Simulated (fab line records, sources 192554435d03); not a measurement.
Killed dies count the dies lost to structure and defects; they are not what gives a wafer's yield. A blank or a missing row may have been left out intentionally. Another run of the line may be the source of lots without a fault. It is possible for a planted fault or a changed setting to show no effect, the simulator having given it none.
Which tool was responsible? :: flow n5-finfet :: Sampling: 24 lots, 72 wafers, 6 of 1938 route steps

WHAT EACH GAUGE READ, for each wafer
N5_DUMMY_GATE_CD_MEAS_15: the cd target is 25.8 nm. Usual: 24.96 nm for cd-nm, sd 0.23.
lot: L074
measured: day 2 22:34
on: cd-sem-03
cd-nm (nm): 25.15 25.16 25.09
flag: 

lot: L075
measured: day 3 03:27
on: cd-sem-01
cd-nm (nm): 24.76 25.22 25.00
flag: 

lot: L076
measured: day 3 11:53
on: cd-sem-02
cd-nm (nm): 25.08 24.95 25.29
flag: 

lot: L077
measured: day 3 15:55
on: cd-sem-01
cd-nm (nm): 25.43 25.00 25.03
flag: 

lot: L078
measured: day 3 21:09
on: cd-sem-02
cd-nm (nm): 25.14 24.83 24.85
flag: 

lot: L079
measured: day 4 06:11
on: cd-sem-03
cd-nm (nm): 25.16 24.48 24.96
flag: 

lot: L080
measured: day 4 14:11
on: cd-sem-02
cd-nm (nm): 24.81 24.74 24.96
flag: 

lot: L081
measured: day 4 16:19
on: cd-sem-03
cd-nm (nm): 24.98 25.17 24.83
flag: 

lot: L082
measured: day 4 23:56
on: cd-sem-03
cd-nm (nm): 24.99 25.20 25.12
flag: 

lot: L083
measured: day 5 06:21
on: cd-sem-02
cd-nm (nm): 24.72 24.87 25.13
flag: 

lot: L084
measured: day 5 12:24
on: cd-sem-02
cd-nm (nm): 25.21 24.78 24.89
flag: 

lot: L086
measured: day 5 23:14
on: cd-sem-03
cd-nm (nm): 25.21 24.87 25.13
flag: 

lot: L085
measured: day 6 02:04
on: cd-sem-01
cd-nm (nm): 25.02 25.24 24.72
flag: 

lot: L087
measured: day 6 09:14
on: cd-sem-02
cd-nm (nm): 25.11 24.84 24.77
flag: 

lot: L088
measured: day 6 15:05
on: cd-sem-01
cd-nm (nm): 24.93 25.05 25.13
flag: 

lot: L089
measured: day 6 18:52
on: cd-sem-02
cd-nm (nm): 24.79 24.94 24.98
flag: 

lot: L090
measured: day 6 23:26
on: cd-sem-01
cd-nm (nm): 24.78 24.40 24.58
flag: 

lot: L091
measured: day 7 07:26
on: cd-sem-02
cd-nm (nm): 24.75 24.91 25.21
flag: 

lot: L092
measured: day 7 09:28
on: cd-sem-01
cd-nm (nm): 24.75 24.95 25.06
flag: 

lot: L093
measured: day 7 20:26
on: cd-sem-02
cd-nm (nm): 24.89 25.08 25.29
flag: 

lot: L094
measured: day 7 22:16
on: cd-sem-02
cd-nm (nm): 25.33 25.25 25.01
flag: 

lot: L095
measured: day 8 04:26
on: cd-sem-01
cd-nm (nm): 25.12 24.96 25.01
flag: 

lot: L096
measured: day 8 12:49
on: cd-sem-02
cd-nm (nm): 24.97 24.50 25.12
flag: 

lot: L097
measured: day 8 18:34
on: cd-sem-02
cd-nm (nm): 24.68 25.52 24.43
flag: 

N5_DUMMY_GATE_OVL_MEAS_16. Usual: GATE_OVL gives -0.1 nm (standard deviation 0.78).
lot: L074
measured: day 2 22:36
on: overlay-02
GATE_OVL (nm): 0.5 -0.8 -0.5
flag: 

lot: L075
measured: day 3 03:29
on: overlay-02
GATE_OVL (nm): 0.3 1.1 0.0
flag: 

lot: L076
measured: day 3 11:56
on: overlay-01
GATE_OVL (nm): 0.3 -1.5 -0.2
flag: 

lot: L077
measured: day 3 15:58
on: overlay-01
GATE_OVL (nm): 0.4 1.1 0.9
flag: 

lot: L078
measured: day 3 21:11
on: overlay-02
GATE_OVL (nm): -0.6 -0.4 0.1
flag: 

lot: L079
measured: day 4 06:14
on: overlay-01
GATE_OVL (nm): -0.3 0.7 0.4
flag: 

lot: L080
measured: day 4 14:14
on: overlay-02
GATE_OVL (nm): 0.1 1.0 0.5
flag: 

lot: L081
measured: day 4 16:21
on: overlay-02
GATE_OVL (nm): -0.7 0.1 -0.7
flag: 

lot: L082
measured: day 4 23:59
on: overlay-01
GATE_OVL (nm): 0.8 1.1 0.7
flag: 

lot: L083
measured: day 5 06:23
on: overlay-02
GATE_OVL (nm): 0.0 0.1 0.1
flag: 

lot: L084
measured: day 5 12:27
on: overlay-02
GATE_OVL (nm): -0.4 -1.5 -0.1
flag: 

lot: L086
measured: day 5 23:16
on: overlay-01
GATE_OVL (nm): -1.0 0.6 -0.6
flag: 

lot: L085
measured: day 6 02:07
on: overlay-02
GATE_OVL (nm): -0.2 -0.2 -0.3
flag: 

lot: L087
measured: day 6 09:17
on: overlay-01
GATE_OVL (nm): -1.0 -0.4 0.5
flag: 

lot: L088
measured: day 6 15:07
on: overlay-01
GATE_OVL (nm): -0.8 -2.5 -1.4
flag: 

lot: L089
measured: day 6 18:55
on: overlay-01
GATE_OVL (nm): -1.9 0.0 -0.3
flag: 

lot: L090
measured: day 6 23:28
on: overlay-02
GATE_OVL (nm): 0.7 0.0 -0.8
flag: 

lot: L091
measured: day 7 07:28
on: overlay-02
GATE_OVL (nm): 0.4 0.2 -0.1
flag: 

lot: L092
measured: day 7 09:30
on: overlay-01
GATE_OVL (nm): -0.2 -0.1 0.0
flag: 

lot: L093
measured: day 7 20:29
on: overlay-02
GATE_OVL (nm): 0.1 2.0 0.2
flag: 

lot: L094
measured: day 7 22:19
on: overlay-02
GATE_OVL (nm): -0.7 -0.8 -0.2
flag: 

lot: L095
measured: day 8 04:28
on: overlay-01
GATE_OVL (nm): -1.0 -1.5 0.5
flag: 

lot: L096
measured: day 8 12:52
on: overlay-01
GATE_OVL (nm): 0.1 -0.7 -1.4
flag: 

lot: L097
measured: day 8 18:37
on: overlay-01
GATE_OVL (nm): 1.2 0.6 0.4
flag: 

N5_DUMMY_GATE_CD_MEAS_50: the cd target is 14 nm. Usual: 13.95 nm for cd-nm, sd 0.29.
lot: L074
measured: day 2 23:04
on: cd-sem-01
cd-nm (nm): 14.62 14.24 14.05
flag: 

lot: L075
measured: day 3 04:04
on: cd-sem-01
cd-nm (nm): 13.82 13.74 13.92
flag: 

lot: L076
measured: day 3 12:38
on: cd-sem-03
cd-nm (nm): 13.88 14.17 14.27
flag: 

lot: L077
measured: day 3 17:13
on: cd-sem-01
cd-nm (nm): 14.10 13.68 14.27
flag: 

lot: L078
measured: day 3 21:46
on: cd-sem-01
cd-nm (nm): 14.08 13.69 14.04
flag: 

lot: L079
measured: day 4 06:58
on: cd-sem-02
cd-nm (nm): 13.93 13.76 13.67
flag: 

lot: L080
measured: day 4 14:50
on: cd-sem-02
cd-nm (nm): 14.18 13.49 13.39
flag: 

lot: L081
measured: day 4 16:49
on: cd-sem-02
cd-nm (nm): 14.16 14.21 14.44
flag: 

lot: L082
measured: day 5 00:27
on: cd-sem-02
cd-nm (nm): 13.66 13.93 13.97
flag: 

lot: L083
measured: day 5 06:52
on: cd-sem-02
cd-nm (nm): 14.70 14.89 14.25
flag: 

lot: L084
measured: day 5 13:01
on: cd-sem-02
cd-nm (nm): 13.95 14.22 14.10
flag: 

lot: L086
measured: day 5 23:44
on: cd-sem-03
cd-nm (nm): 14.08 13.61 13.41
flag: 

lot: L085
measured: day 6 02:34
on: cd-sem-01
cd-nm (nm): 13.83 13.33 13.97
flag: 

lot: L087
measured: day 6 09:56
on: cd-sem-02
cd-nm (nm): 14.17 14.17 13.60
flag: 

lot: L088
measured: day 6 16:19
on: cd-sem-01
cd-nm (nm): 13.95 14.16 13.57
flag: 

lot: L089
measured: day 6 19:27
on: cd-sem-02
cd-nm (nm): 13.84 14.08 13.68
flag: 

lot: L090
measured: day 6 23:56
on: cd-sem-01
cd-nm (nm): 13.87 13.89 13.90
flag: 

lot: L091
measured: day 7 08:00
on: cd-sem-01
cd-nm (nm): 13.54 13.38 14.09
flag: 

lot: L092
measured: day 7 09:58
on: cd-sem-03
cd-nm (nm): 14.31 13.80 13.71
flag: 

lot: L093
measured: day 7 20:56
on: cd-sem-01
cd-nm (nm): 13.81 14.11 13.79
flag: 

lot: L094
measured: day 7 22:47
on: cd-sem-01
cd-nm (nm): 13.97 14.15 13.69
flag: 

lot: L095
measured: day 8 04:58
on: cd-sem-01
cd-nm (nm): 13.59 14.03 14.24
flag: 

lot: L096
measured: day 8 14:04
on: cd-sem-02
cd-nm (nm): 13.74 13.86 13.85
flag: 

lot: L097
measured: day 8 19:04
on: cd-sem-02
cd-nm (nm): 14.04 13.86 13.67
flag: 

N5_DUMMY_GATE_INSPECT_27: inspects for defects (brightfield). Usual: 302 for raw-defect-count, sd 98.
lot: L074
measured: day 2 23:51
on: defect-inspect-01
raw-defect-count: 345 196 276
flag: 

lot: L075
measured: day 3 04:57
on: defect-inspect-02
raw-defect-count: 254 355 334
flag: 

lot: L076
measured: day 3 13:25
on: defect-inspect-02
raw-defect-count: 265 305 270
flag: 

lot: L077
measured: day 3 17:59
on: defect-inspect-01
raw-defect-count: 248 260 279
flag: 

lot: L078
measured: day 3 22:32
on: defect-inspect-01
raw-defect-count: 282 232 300
flag: 

lot: L079
measured: day 4 07:44
on: defect-inspect-02
raw-defect-count: 323 303 271
flag: 

lot: L080
measured: day 4 15:37
on: defect-inspect-01
raw-defect-count: 228 267 265
flag: 

lot: L081
measured: day 4 17:36
on: defect-inspect-02
raw-defect-count: 292 355 348
flag: 

lot: L082
measured: day 5 01:33
on: defect-inspect-01
raw-defect-count: 259 198 389
flag: 

lot: L083
measured: day 5 07:38
on: defect-inspect-01
raw-defect-count: 362 417 412
flag: 

lot: L084
measured: day 5 13:47
on: defect-inspect-01
raw-defect-count: 204 163 181
flag: 

lot: L086
measured: day 6 00:31
on: defect-inspect-02
raw-defect-count: 275 312 321
flag: 

lot: L085
measured: day 6 03:21
on: defect-inspect-01
raw-defect-count: 235 196 196
flag: 

lot: L087
measured: day 6 10:43
on: defect-inspect-01
raw-defect-count: 360 418 411
flag: 

lot: L088
measured: day 6 17:05
on: defect-inspect-01
raw-defect-count: 373 625 364
flag: 

lot: L089
measured: day 6 20:14
on: defect-inspect-01
raw-defect-count: 280 176 197
flag: 

lot: L090
measured: day 7 00:43
on: defect-inspect-01
raw-defect-count: 485 290 248
flag: 

lot: L091
measured: day 7 08:50
on: defect-inspect-01
raw-defect-count: 700 485 334
flag: 

lot: L092
measured: day 7 10:53
on: defect-inspect-02
raw-defect-count: 225 255 203
flag: 

lot: L093
measured: day 7 21:43
on: defect-inspect-02
raw-defect-count: 298 224 288
flag: 

lot: L094
measured: day 7 23:35
on: defect-inspect-02
raw-defect-count: 257 167 197
flag: 

lot: L095
measured: day 8 05:45
on: defect-inspect-01
raw-defect-count: 358 396 304
flag: 

lot: L096
measured: day 8 14:50
on: defect-inspect-01
raw-defect-count: 253 376 330
flag: 

lot: L097
measured: day 8 19:51
on: defect-inspect-02
raw-defect-count: 456 367 460
flag: 

N5_SD_EPI_N_CD_MEAS_09: the cd target is 120 nm. Usual: 120.1 nm for cd-nm, sd 0.58.
lot: L074
measured: day 3 02:19
on: cd-sem-03
cd-nm (nm): 120.0 120.2 120.0
flag: 

lot: L075
measured: day 3 06:29
on: cd-sem-01
cd-nm (nm): 118.9 119.2 119.6
flag: 

lot: L076
measured: day 3 14:25
on: cd-sem-03
cd-nm (nm): 119.9 120.5 119.1
flag: 

lot: L077
measured: day 3 19:04
on: cd-sem-01
cd-nm (nm): 119.6 119.5 119.9
flag: 

lot: L078
measured: day 3 23:32
on: cd-sem-03
cd-nm (nm): 120.3 120.9 119.6
flag: 

lot: L079
measured: day 4 09:10
on: cd-sem-02
cd-nm (nm): 120.4 120.4 120.1
flag: 

lot: L080
measured: day 4 18:16
on: cd-sem-01
cd-nm (nm): 120.9 120.9 120.3
flag: 

lot: L081
measured: day 4 18:49
on: cd-sem-01
cd-nm (nm): 120.0 119.2 120.1
flag: 

lot: L082
measured: day 5 02:44
on: cd-sem-02
cd-nm (nm): 120.2 120.3 120.1
flag: 

lot: L083
measured: day 5 08:38
on: cd-sem-02
cd-nm (nm): 120.3 120.3 119.7
flag: 

lot: L084
measured: day 5 15:10
on: cd-sem-01
cd-nm (nm): 120.4 120.5 121.6
flag: 

lot: L086
measured: day 6 01:31
on: cd-sem-01
cd-nm (nm): 120.6 120.7 120.7
flag: 

lot: L085
measured: day 6 04:25
on: cd-sem-02
cd-nm (nm): 119.6 120.1 120.3
flag: 

lot: L087
measured: day 6 11:36
on: cd-sem-03
cd-nm (nm): 120.7 121.1 120.4
flag: 

lot: L088
measured: day 6 19:34
on: cd-sem-03
cd-nm (nm): 120.2 120.0 119.7
flag: 

lot: L089
measured: day 6 21:07
on: cd-sem-01
cd-nm (nm): 119.9 119.7 120.2
flag: 

lot: L090
measured: day 7 01:43
on: cd-sem-01
cd-nm (nm): 119.0 120.3 119.9
flag: 

lot: L091
measured: day 7 09:50
on: cd-sem-01
cd-nm (nm): 119.7 119.1 118.2
flag: 

lot: L092
measured: day 7 11:53
on: cd-sem-02
cd-nm (nm): 120.5 120.9 119.2
flag: 

lot: L093
measured: day 7 22:43
on: cd-sem-01
cd-nm (nm): 119.6 119.6 119.7
flag: 

lot: L094
measured: day 8 00:29
on: cd-sem-02
cd-nm (nm): 120.0 120.3 120.5
flag: 

lot: L095
measured: day 8 07:13
on: cd-sem-01
cd-nm (nm): 120.1 120.8 120.1
flag: 

lot: L096
measured: day 8 15:51
on: cd-sem-02
cd-nm (nm): 120.3 119.4 119.2
flag: 

lot: L097
measured: day 8 22:09
on: cd-sem-02
cd-nm (nm): 120.3 120.6 120.7
flag: 

TOOL THAT RAN EACH LOT (tool first, then ch and the chambers of the sampled wafers, then the start)
lot: L074
N5_DUMMY_GATE_HM_OPEN_21: rie-diel-05 ch 1,2,3, day 2 23:12

lot: L075
N5_DUMMY_GATE_HM_OPEN_21: rie-diel-05 ch 1,2, day 3 04:11

lot: L076
N5_DUMMY_GATE_HM_OPEN_21: rie-diel-05 ch 1,3, day 3 12:46

lot: L077
N5_DUMMY_GATE_HM_OPEN_21: rie-diel-06 ch 0,1, day 3 17:20

lot: L078
N5_DUMMY_GATE_HM_OPEN_21: rie-diel-05 ch 0,1,3, day 3 21:53

lot: L079
N5_DUMMY_GATE_HM_OPEN_21: rie-diel-02 ch 2,3, day 4 07:06

lot: L080
N5_DUMMY_GATE_HM_OPEN_21: rie-diel-06 ch 1,2,3, day 4 14:58

lot: L081
N5_DUMMY_GATE_HM_OPEN_21: rie-diel-05 ch 0,1,3, day 4 16:57

lot: L082
N5_DUMMY_GATE_HM_OPEN_21: rie-diel-05 ch 0,1, day 5 00:35

lot: L083
N5_DUMMY_GATE_HM_OPEN_21: rie-diel-02 ch 1,2, day 5 07:00

lot: L084
N5_DUMMY_GATE_HM_OPEN_21: rie-diel-06 ch 0,1,2, day 5 13:08

lot: L086
N5_DUMMY_GATE_HM_OPEN_21: rie-diel-05 ch 0,2,3, day 5 23:52

lot: L085
N5_DUMMY_GATE_HM_OPEN_21: rie-diel-05 ch 0,1, day 6 02:43

lot: L087
N5_DUMMY_GATE_HM_OPEN_21: rie-diel-05 ch 1,2,3, day 6 10:08

lot: L088
N5_DUMMY_GATE_HM_OPEN_21: rie-diel-05 ch 1,2, day 6 16:27

lot: L089
N5_DUMMY_GATE_HM_OPEN_21: rie-diel-02 ch 1,3, day 6 19:35

lot: L090
N5_DUMMY_GATE_HM_OPEN_21: rie-diel-05 ch 1,3, day 7 00:04

lot: L091
N5_DUMMY_GATE_HM_OPEN_21: rie-diel-02 ch 1,2,3, day 7 08:11

lot: L092
N5_DUMMY_GATE_HM_OPEN_21: rie-diel-06 ch 0,1,3, day 7 10:07

lot: L093
N5_DUMMY_GATE_HM_OPEN_21: rie-diel-05 ch 0,1,3, day 7 21:04

lot: L094
N5_DUMMY_GATE_HM_OPEN_21: rie-diel-02 ch 0,2, day 7 22:55

lot: L095
N5_DUMMY_GATE_HM_OPEN_21: rie-diel-02 ch 0,1,2, day 8 05:06

lot: L096
N5_DUMMY_GATE_HM_OPEN_21: rie-diel-05 ch 0,2, day 8 14:12

lot: L097
N5_DUMMY_GATE_HM_OPEN_21: rie-diel-02 ch 1,2, day 8 19:13
- N5_DUMMY_GATE_HM_OPEN_21: chemistry CH3F/O2, target SiNx, target depth 120 nm, time 171.4 s.

WHAT THE TOOLS THEMSELVES READ (means of the sampled wafers that have a number; where no wafer has one, the mark that the record gives instead)
N5_DUMMY_GATE_HM_OPEN_21. Usual: drypump-motor-current-A 5.7 A, standard deviation 0.5; oes_o_777_au 0.81 a.u., standard deviation 0.061; oes-product-au 0.81 a.u., standard deviation 0.069; rf-vpp-V 300.3 V, standard deviation 3; showerhead-plenum-p-Torr 2.04 Torr, standard deviation 0.063; throttle-valve-pct 16.26 %, standard deviation 0.16.
lot: L074
tool: rie-diel-05
drypump-motor-current-A (A): 5.7
oes_o_777_au (a.u.): 0.75
oes-product-au (a.u.): 0.75
rf-vpp-V (V): 299.1
showerhead-plenum-p-Torr (Torr): 2.05
throttle-valve-pct (%): 16.28
flag: 

lot: L075
tool: rie-diel-05
drypump-motor-current-A (A): 5.8
oes_o_777_au (a.u.): 0.75
oes-product-au (a.u.): 0.74
rf-vpp-V (V): 297.0
showerhead-plenum-p-Torr (Torr): 2.02
throttle-valve-pct (%): 16.30
flag: 

lot: L076
tool: rie-diel-05
drypump-motor-current-A (A): 5.9
oes_o_777_au (a.u.): 0.80
oes-product-au (a.u.): 0.79
rf-vpp-V (V): 299.8
showerhead-plenum-p-Torr (Torr): 2.09
throttle-valve-pct (%): 16.10
flag: 

lot: L077
tool: rie-diel-06
drypump-motor-current-A (A): 5.9
oes_o_777_au (a.u.): 0.78
oes-product-au (a.u.): 0.76
rf-vpp-V (V): 297.6
showerhead-plenum-p-Torr (Torr): 2.00
throttle-valve-pct (%): 16.31
flag: 

lot: L078
tool: rie-diel-05
drypump-motor-current-A (A): 5.6
oes_o_777_au (a.u.): 0.79
oes-product-au (a.u.): 0.78
rf-vpp-V (V): 299.5
showerhead-plenum-p-Torr (Torr): 2.08
throttle-valve-pct (%): 16.16
flag: 

lot: L079
tool: rie-diel-02
drypump-motor-current-A (A): 5.6
oes_o_777_au (a.u.): 0.85
oes-product-au (a.u.): 0.87
rf-vpp-V (V): 304.3
showerhead-plenum-p-Torr (Torr): 2.03
throttle-valve-pct (%): 16.31
flag: 

lot: L080
tool: rie-diel-06
drypump-motor-current-A (A): 5.9
oes_o_777_au (a.u.): 0.79
oes-product-au (a.u.): 0.80
rf-vpp-V (V): 300.1
showerhead-plenum-p-Torr (Torr): 1.97
throttle-valve-pct (%): 16.51
flag: 

lot: L081
tool: rie-diel-05
drypump-motor-current-A (A): 5.6
oes_o_777_au (a.u.): 0.78
oes-product-au (a.u.): 0.78
rf-vpp-V (V): 299.5
showerhead-plenum-p-Torr (Torr): 2.08
throttle-valve-pct (%): 16.18
flag: 

lot: L082
tool: rie-diel-05
drypump-motor-current-A (A): 5.7
oes_o_777_au (a.u.): 0.78
oes-product-au (a.u.): 0.77
rf-vpp-V (V): 298.0
showerhead-plenum-p-Torr (Torr): 2.05
throttle-valve-pct (%): 16.19
flag: 

lot: L083
tool: rie-diel-02
drypump-motor-current-A (A): 6.3
oes_o_777_au (a.u.): 0.90
oes-product-au (a.u.): 0.91
rf-vpp-V (V): 302.0
showerhead-plenum-p-Torr (Torr): 2.13
throttle-valve-pct (%): 16.34
flag: 

lot: L084
tool: rie-diel-06
drypump-motor-current-A (A): 6.0
oes_o_777_au (a.u.): 0.76
oes-product-au (a.u.): 0.75
rf-vpp-V (V): 298.6
showerhead-plenum-p-Torr (Torr): 1.99
throttle-valve-pct (%): 16.45
flag: 

lot: L086
tool: rie-diel-05
drypump-motor-current-A (A): 5.4
oes_o_777_au (a.u.): 0.83
oes-product-au (a.u.): 0.83
rf-vpp-V (V): 300.7
showerhead-plenum-p-Torr (Torr): 2.07
throttle-valve-pct (%): 16.21
flag: 

lot: L085
tool: rie-diel-05
drypump-motor-current-A (A): 5.3
oes_o_777_au (a.u.): 0.78
oes-product-au (a.u.): 0.76
rf-vpp-V (V): 299.3
showerhead-plenum-p-Torr (Torr): 2.08
throttle-valve-pct (%): 16.26
flag: 

lot: L087
tool: rie-diel-05
drypump-motor-current-A (A): 5.7
oes_o_777_au (a.u.): 0.82
oes-product-au (a.u.): 0.82
rf-vpp-V (V): 298.6
showerhead-plenum-p-Torr (Torr): 2.04
throttle-valve-pct (%): 16.17
flag: 

lot: L088
tool: rie-diel-05
drypump-motor-current-A (A): 5.8
oes_o_777_au (a.u.): 0.82
oes-product-au (a.u.): 0.82
rf-vpp-V (V): 297.1
showerhead-plenum-p-Torr (Torr): 2.01
throttle-valve-pct (%): 16.20
flag: 

lot: L089
tool: rie-diel-02
drypump-motor-current-A (A): 5.8
oes_o_777_au (a.u.): 0.88
oes-product-au (a.u.): 0.89
rf-vpp-V (V): 300.2
showerhead-plenum-p-Torr (Torr): 2.09
throttle-valve-pct (%): 16.24
flag: 

lot: L090
tool: rie-diel-05
drypump-motor-current-A (A): 5.9
oes_o_777_au (a.u.): 0.77
oes-product-au (a.u.): 0.76
rf-vpp-V (V): 299.9
showerhead-plenum-p-Torr (Torr): 2.08
throttle-valve-pct (%): 16.15
flag: 

lot: L091
tool: rie-diel-02
drypump-motor-current-A (A): 5.7
oes_o_777_au (a.u.): 0.85
oes-product-au (a.u.): 0.86
rf-vpp-V (V): 303.0
showerhead-plenum-p-Torr (Torr): 2.06
throttle-valve-pct (%): 16.30
flag: 

lot: L092
tool: rie-diel-06
drypump-motor-current-A (A): 5.8
oes_o_777_au (a.u.): 0.78
oes-product-au (a.u.): 0.77
rf-vpp-V (V): 298.9
showerhead-plenum-p-Torr (Torr): 1.97
throttle-valve-pct (%): 16.41
flag: 

lot: L093
tool: rie-diel-05
drypump-motor-current-A (A): 5.6
oes_o_777_au (a.u.): 0.77
oes-product-au (a.u.): 0.76
rf-vpp-V (V): 300.4
showerhead-plenum-p-Torr (Torr): 2.08
throttle-valve-pct (%): 16.22
flag: 

lot: L094
tool: rie-diel-02
drypump-motor-current-A (A): 6.0
oes_o_777_au (a.u.): 0.82
oes-product-au (a.u.): 0.84
rf-vpp-V (V): 304.9
showerhead-plenum-p-Torr (Torr): 2.06
throttle-valve-pct (%): 16.35
flag: 

lot: L095
tool: rie-diel-02
drypump-motor-current-A (A): 6.1
oes_o_777_au (a.u.): 0.84
oes-product-au (a.u.): 0.85
rf-vpp-V (V): 302.7
showerhead-plenum-p-Torr (Torr): 2.09
throttle-valve-pct (%): 16.31
flag: 

lot: L096
tool: rie-diel-05
drypump-motor-current-A (A): 5.2
oes_o_777_au (a.u.): 0.85
oes-product-au (a.u.): 0.86
rf-vpp-V (V): 301.6
showerhead-plenum-p-Torr (Torr): 2.02
throttle-valve-pct (%): 16.26
flag: 

lot: L097
tool: rie-diel-02
drypump-motor-current-A (A): 6.2
oes_o_777_au (a.u.): 0.84
oes-product-au (a.u.): 0.84
rf-vpp-V (V): 305.4
showerhead-plenum-p-Torr (Torr): 2.09
throttle-valve-pct (%): 16.44
flag: 

THE ANSWER, worked out from the rows above alone
Rule: take the mean of a lot's wafers that have a number; if it is more than 3 standard deviations from the usual mean, the lot is off. Also off: a lot with no number at a reading for which 4 or more lots have one. The other lots that the step has rows for count as sound. After the gauges, taken in route order, come the tools' own readings; for these a lot's mean is taken, as printed above. At the first step where some lot is off, the reading lying furthest off is the one used; lots without a number count as furthest.
No lot is off on any of the readings shown, so nothing can be concluded from this.

WHAT THE SIMULATOR HAD INSERTED
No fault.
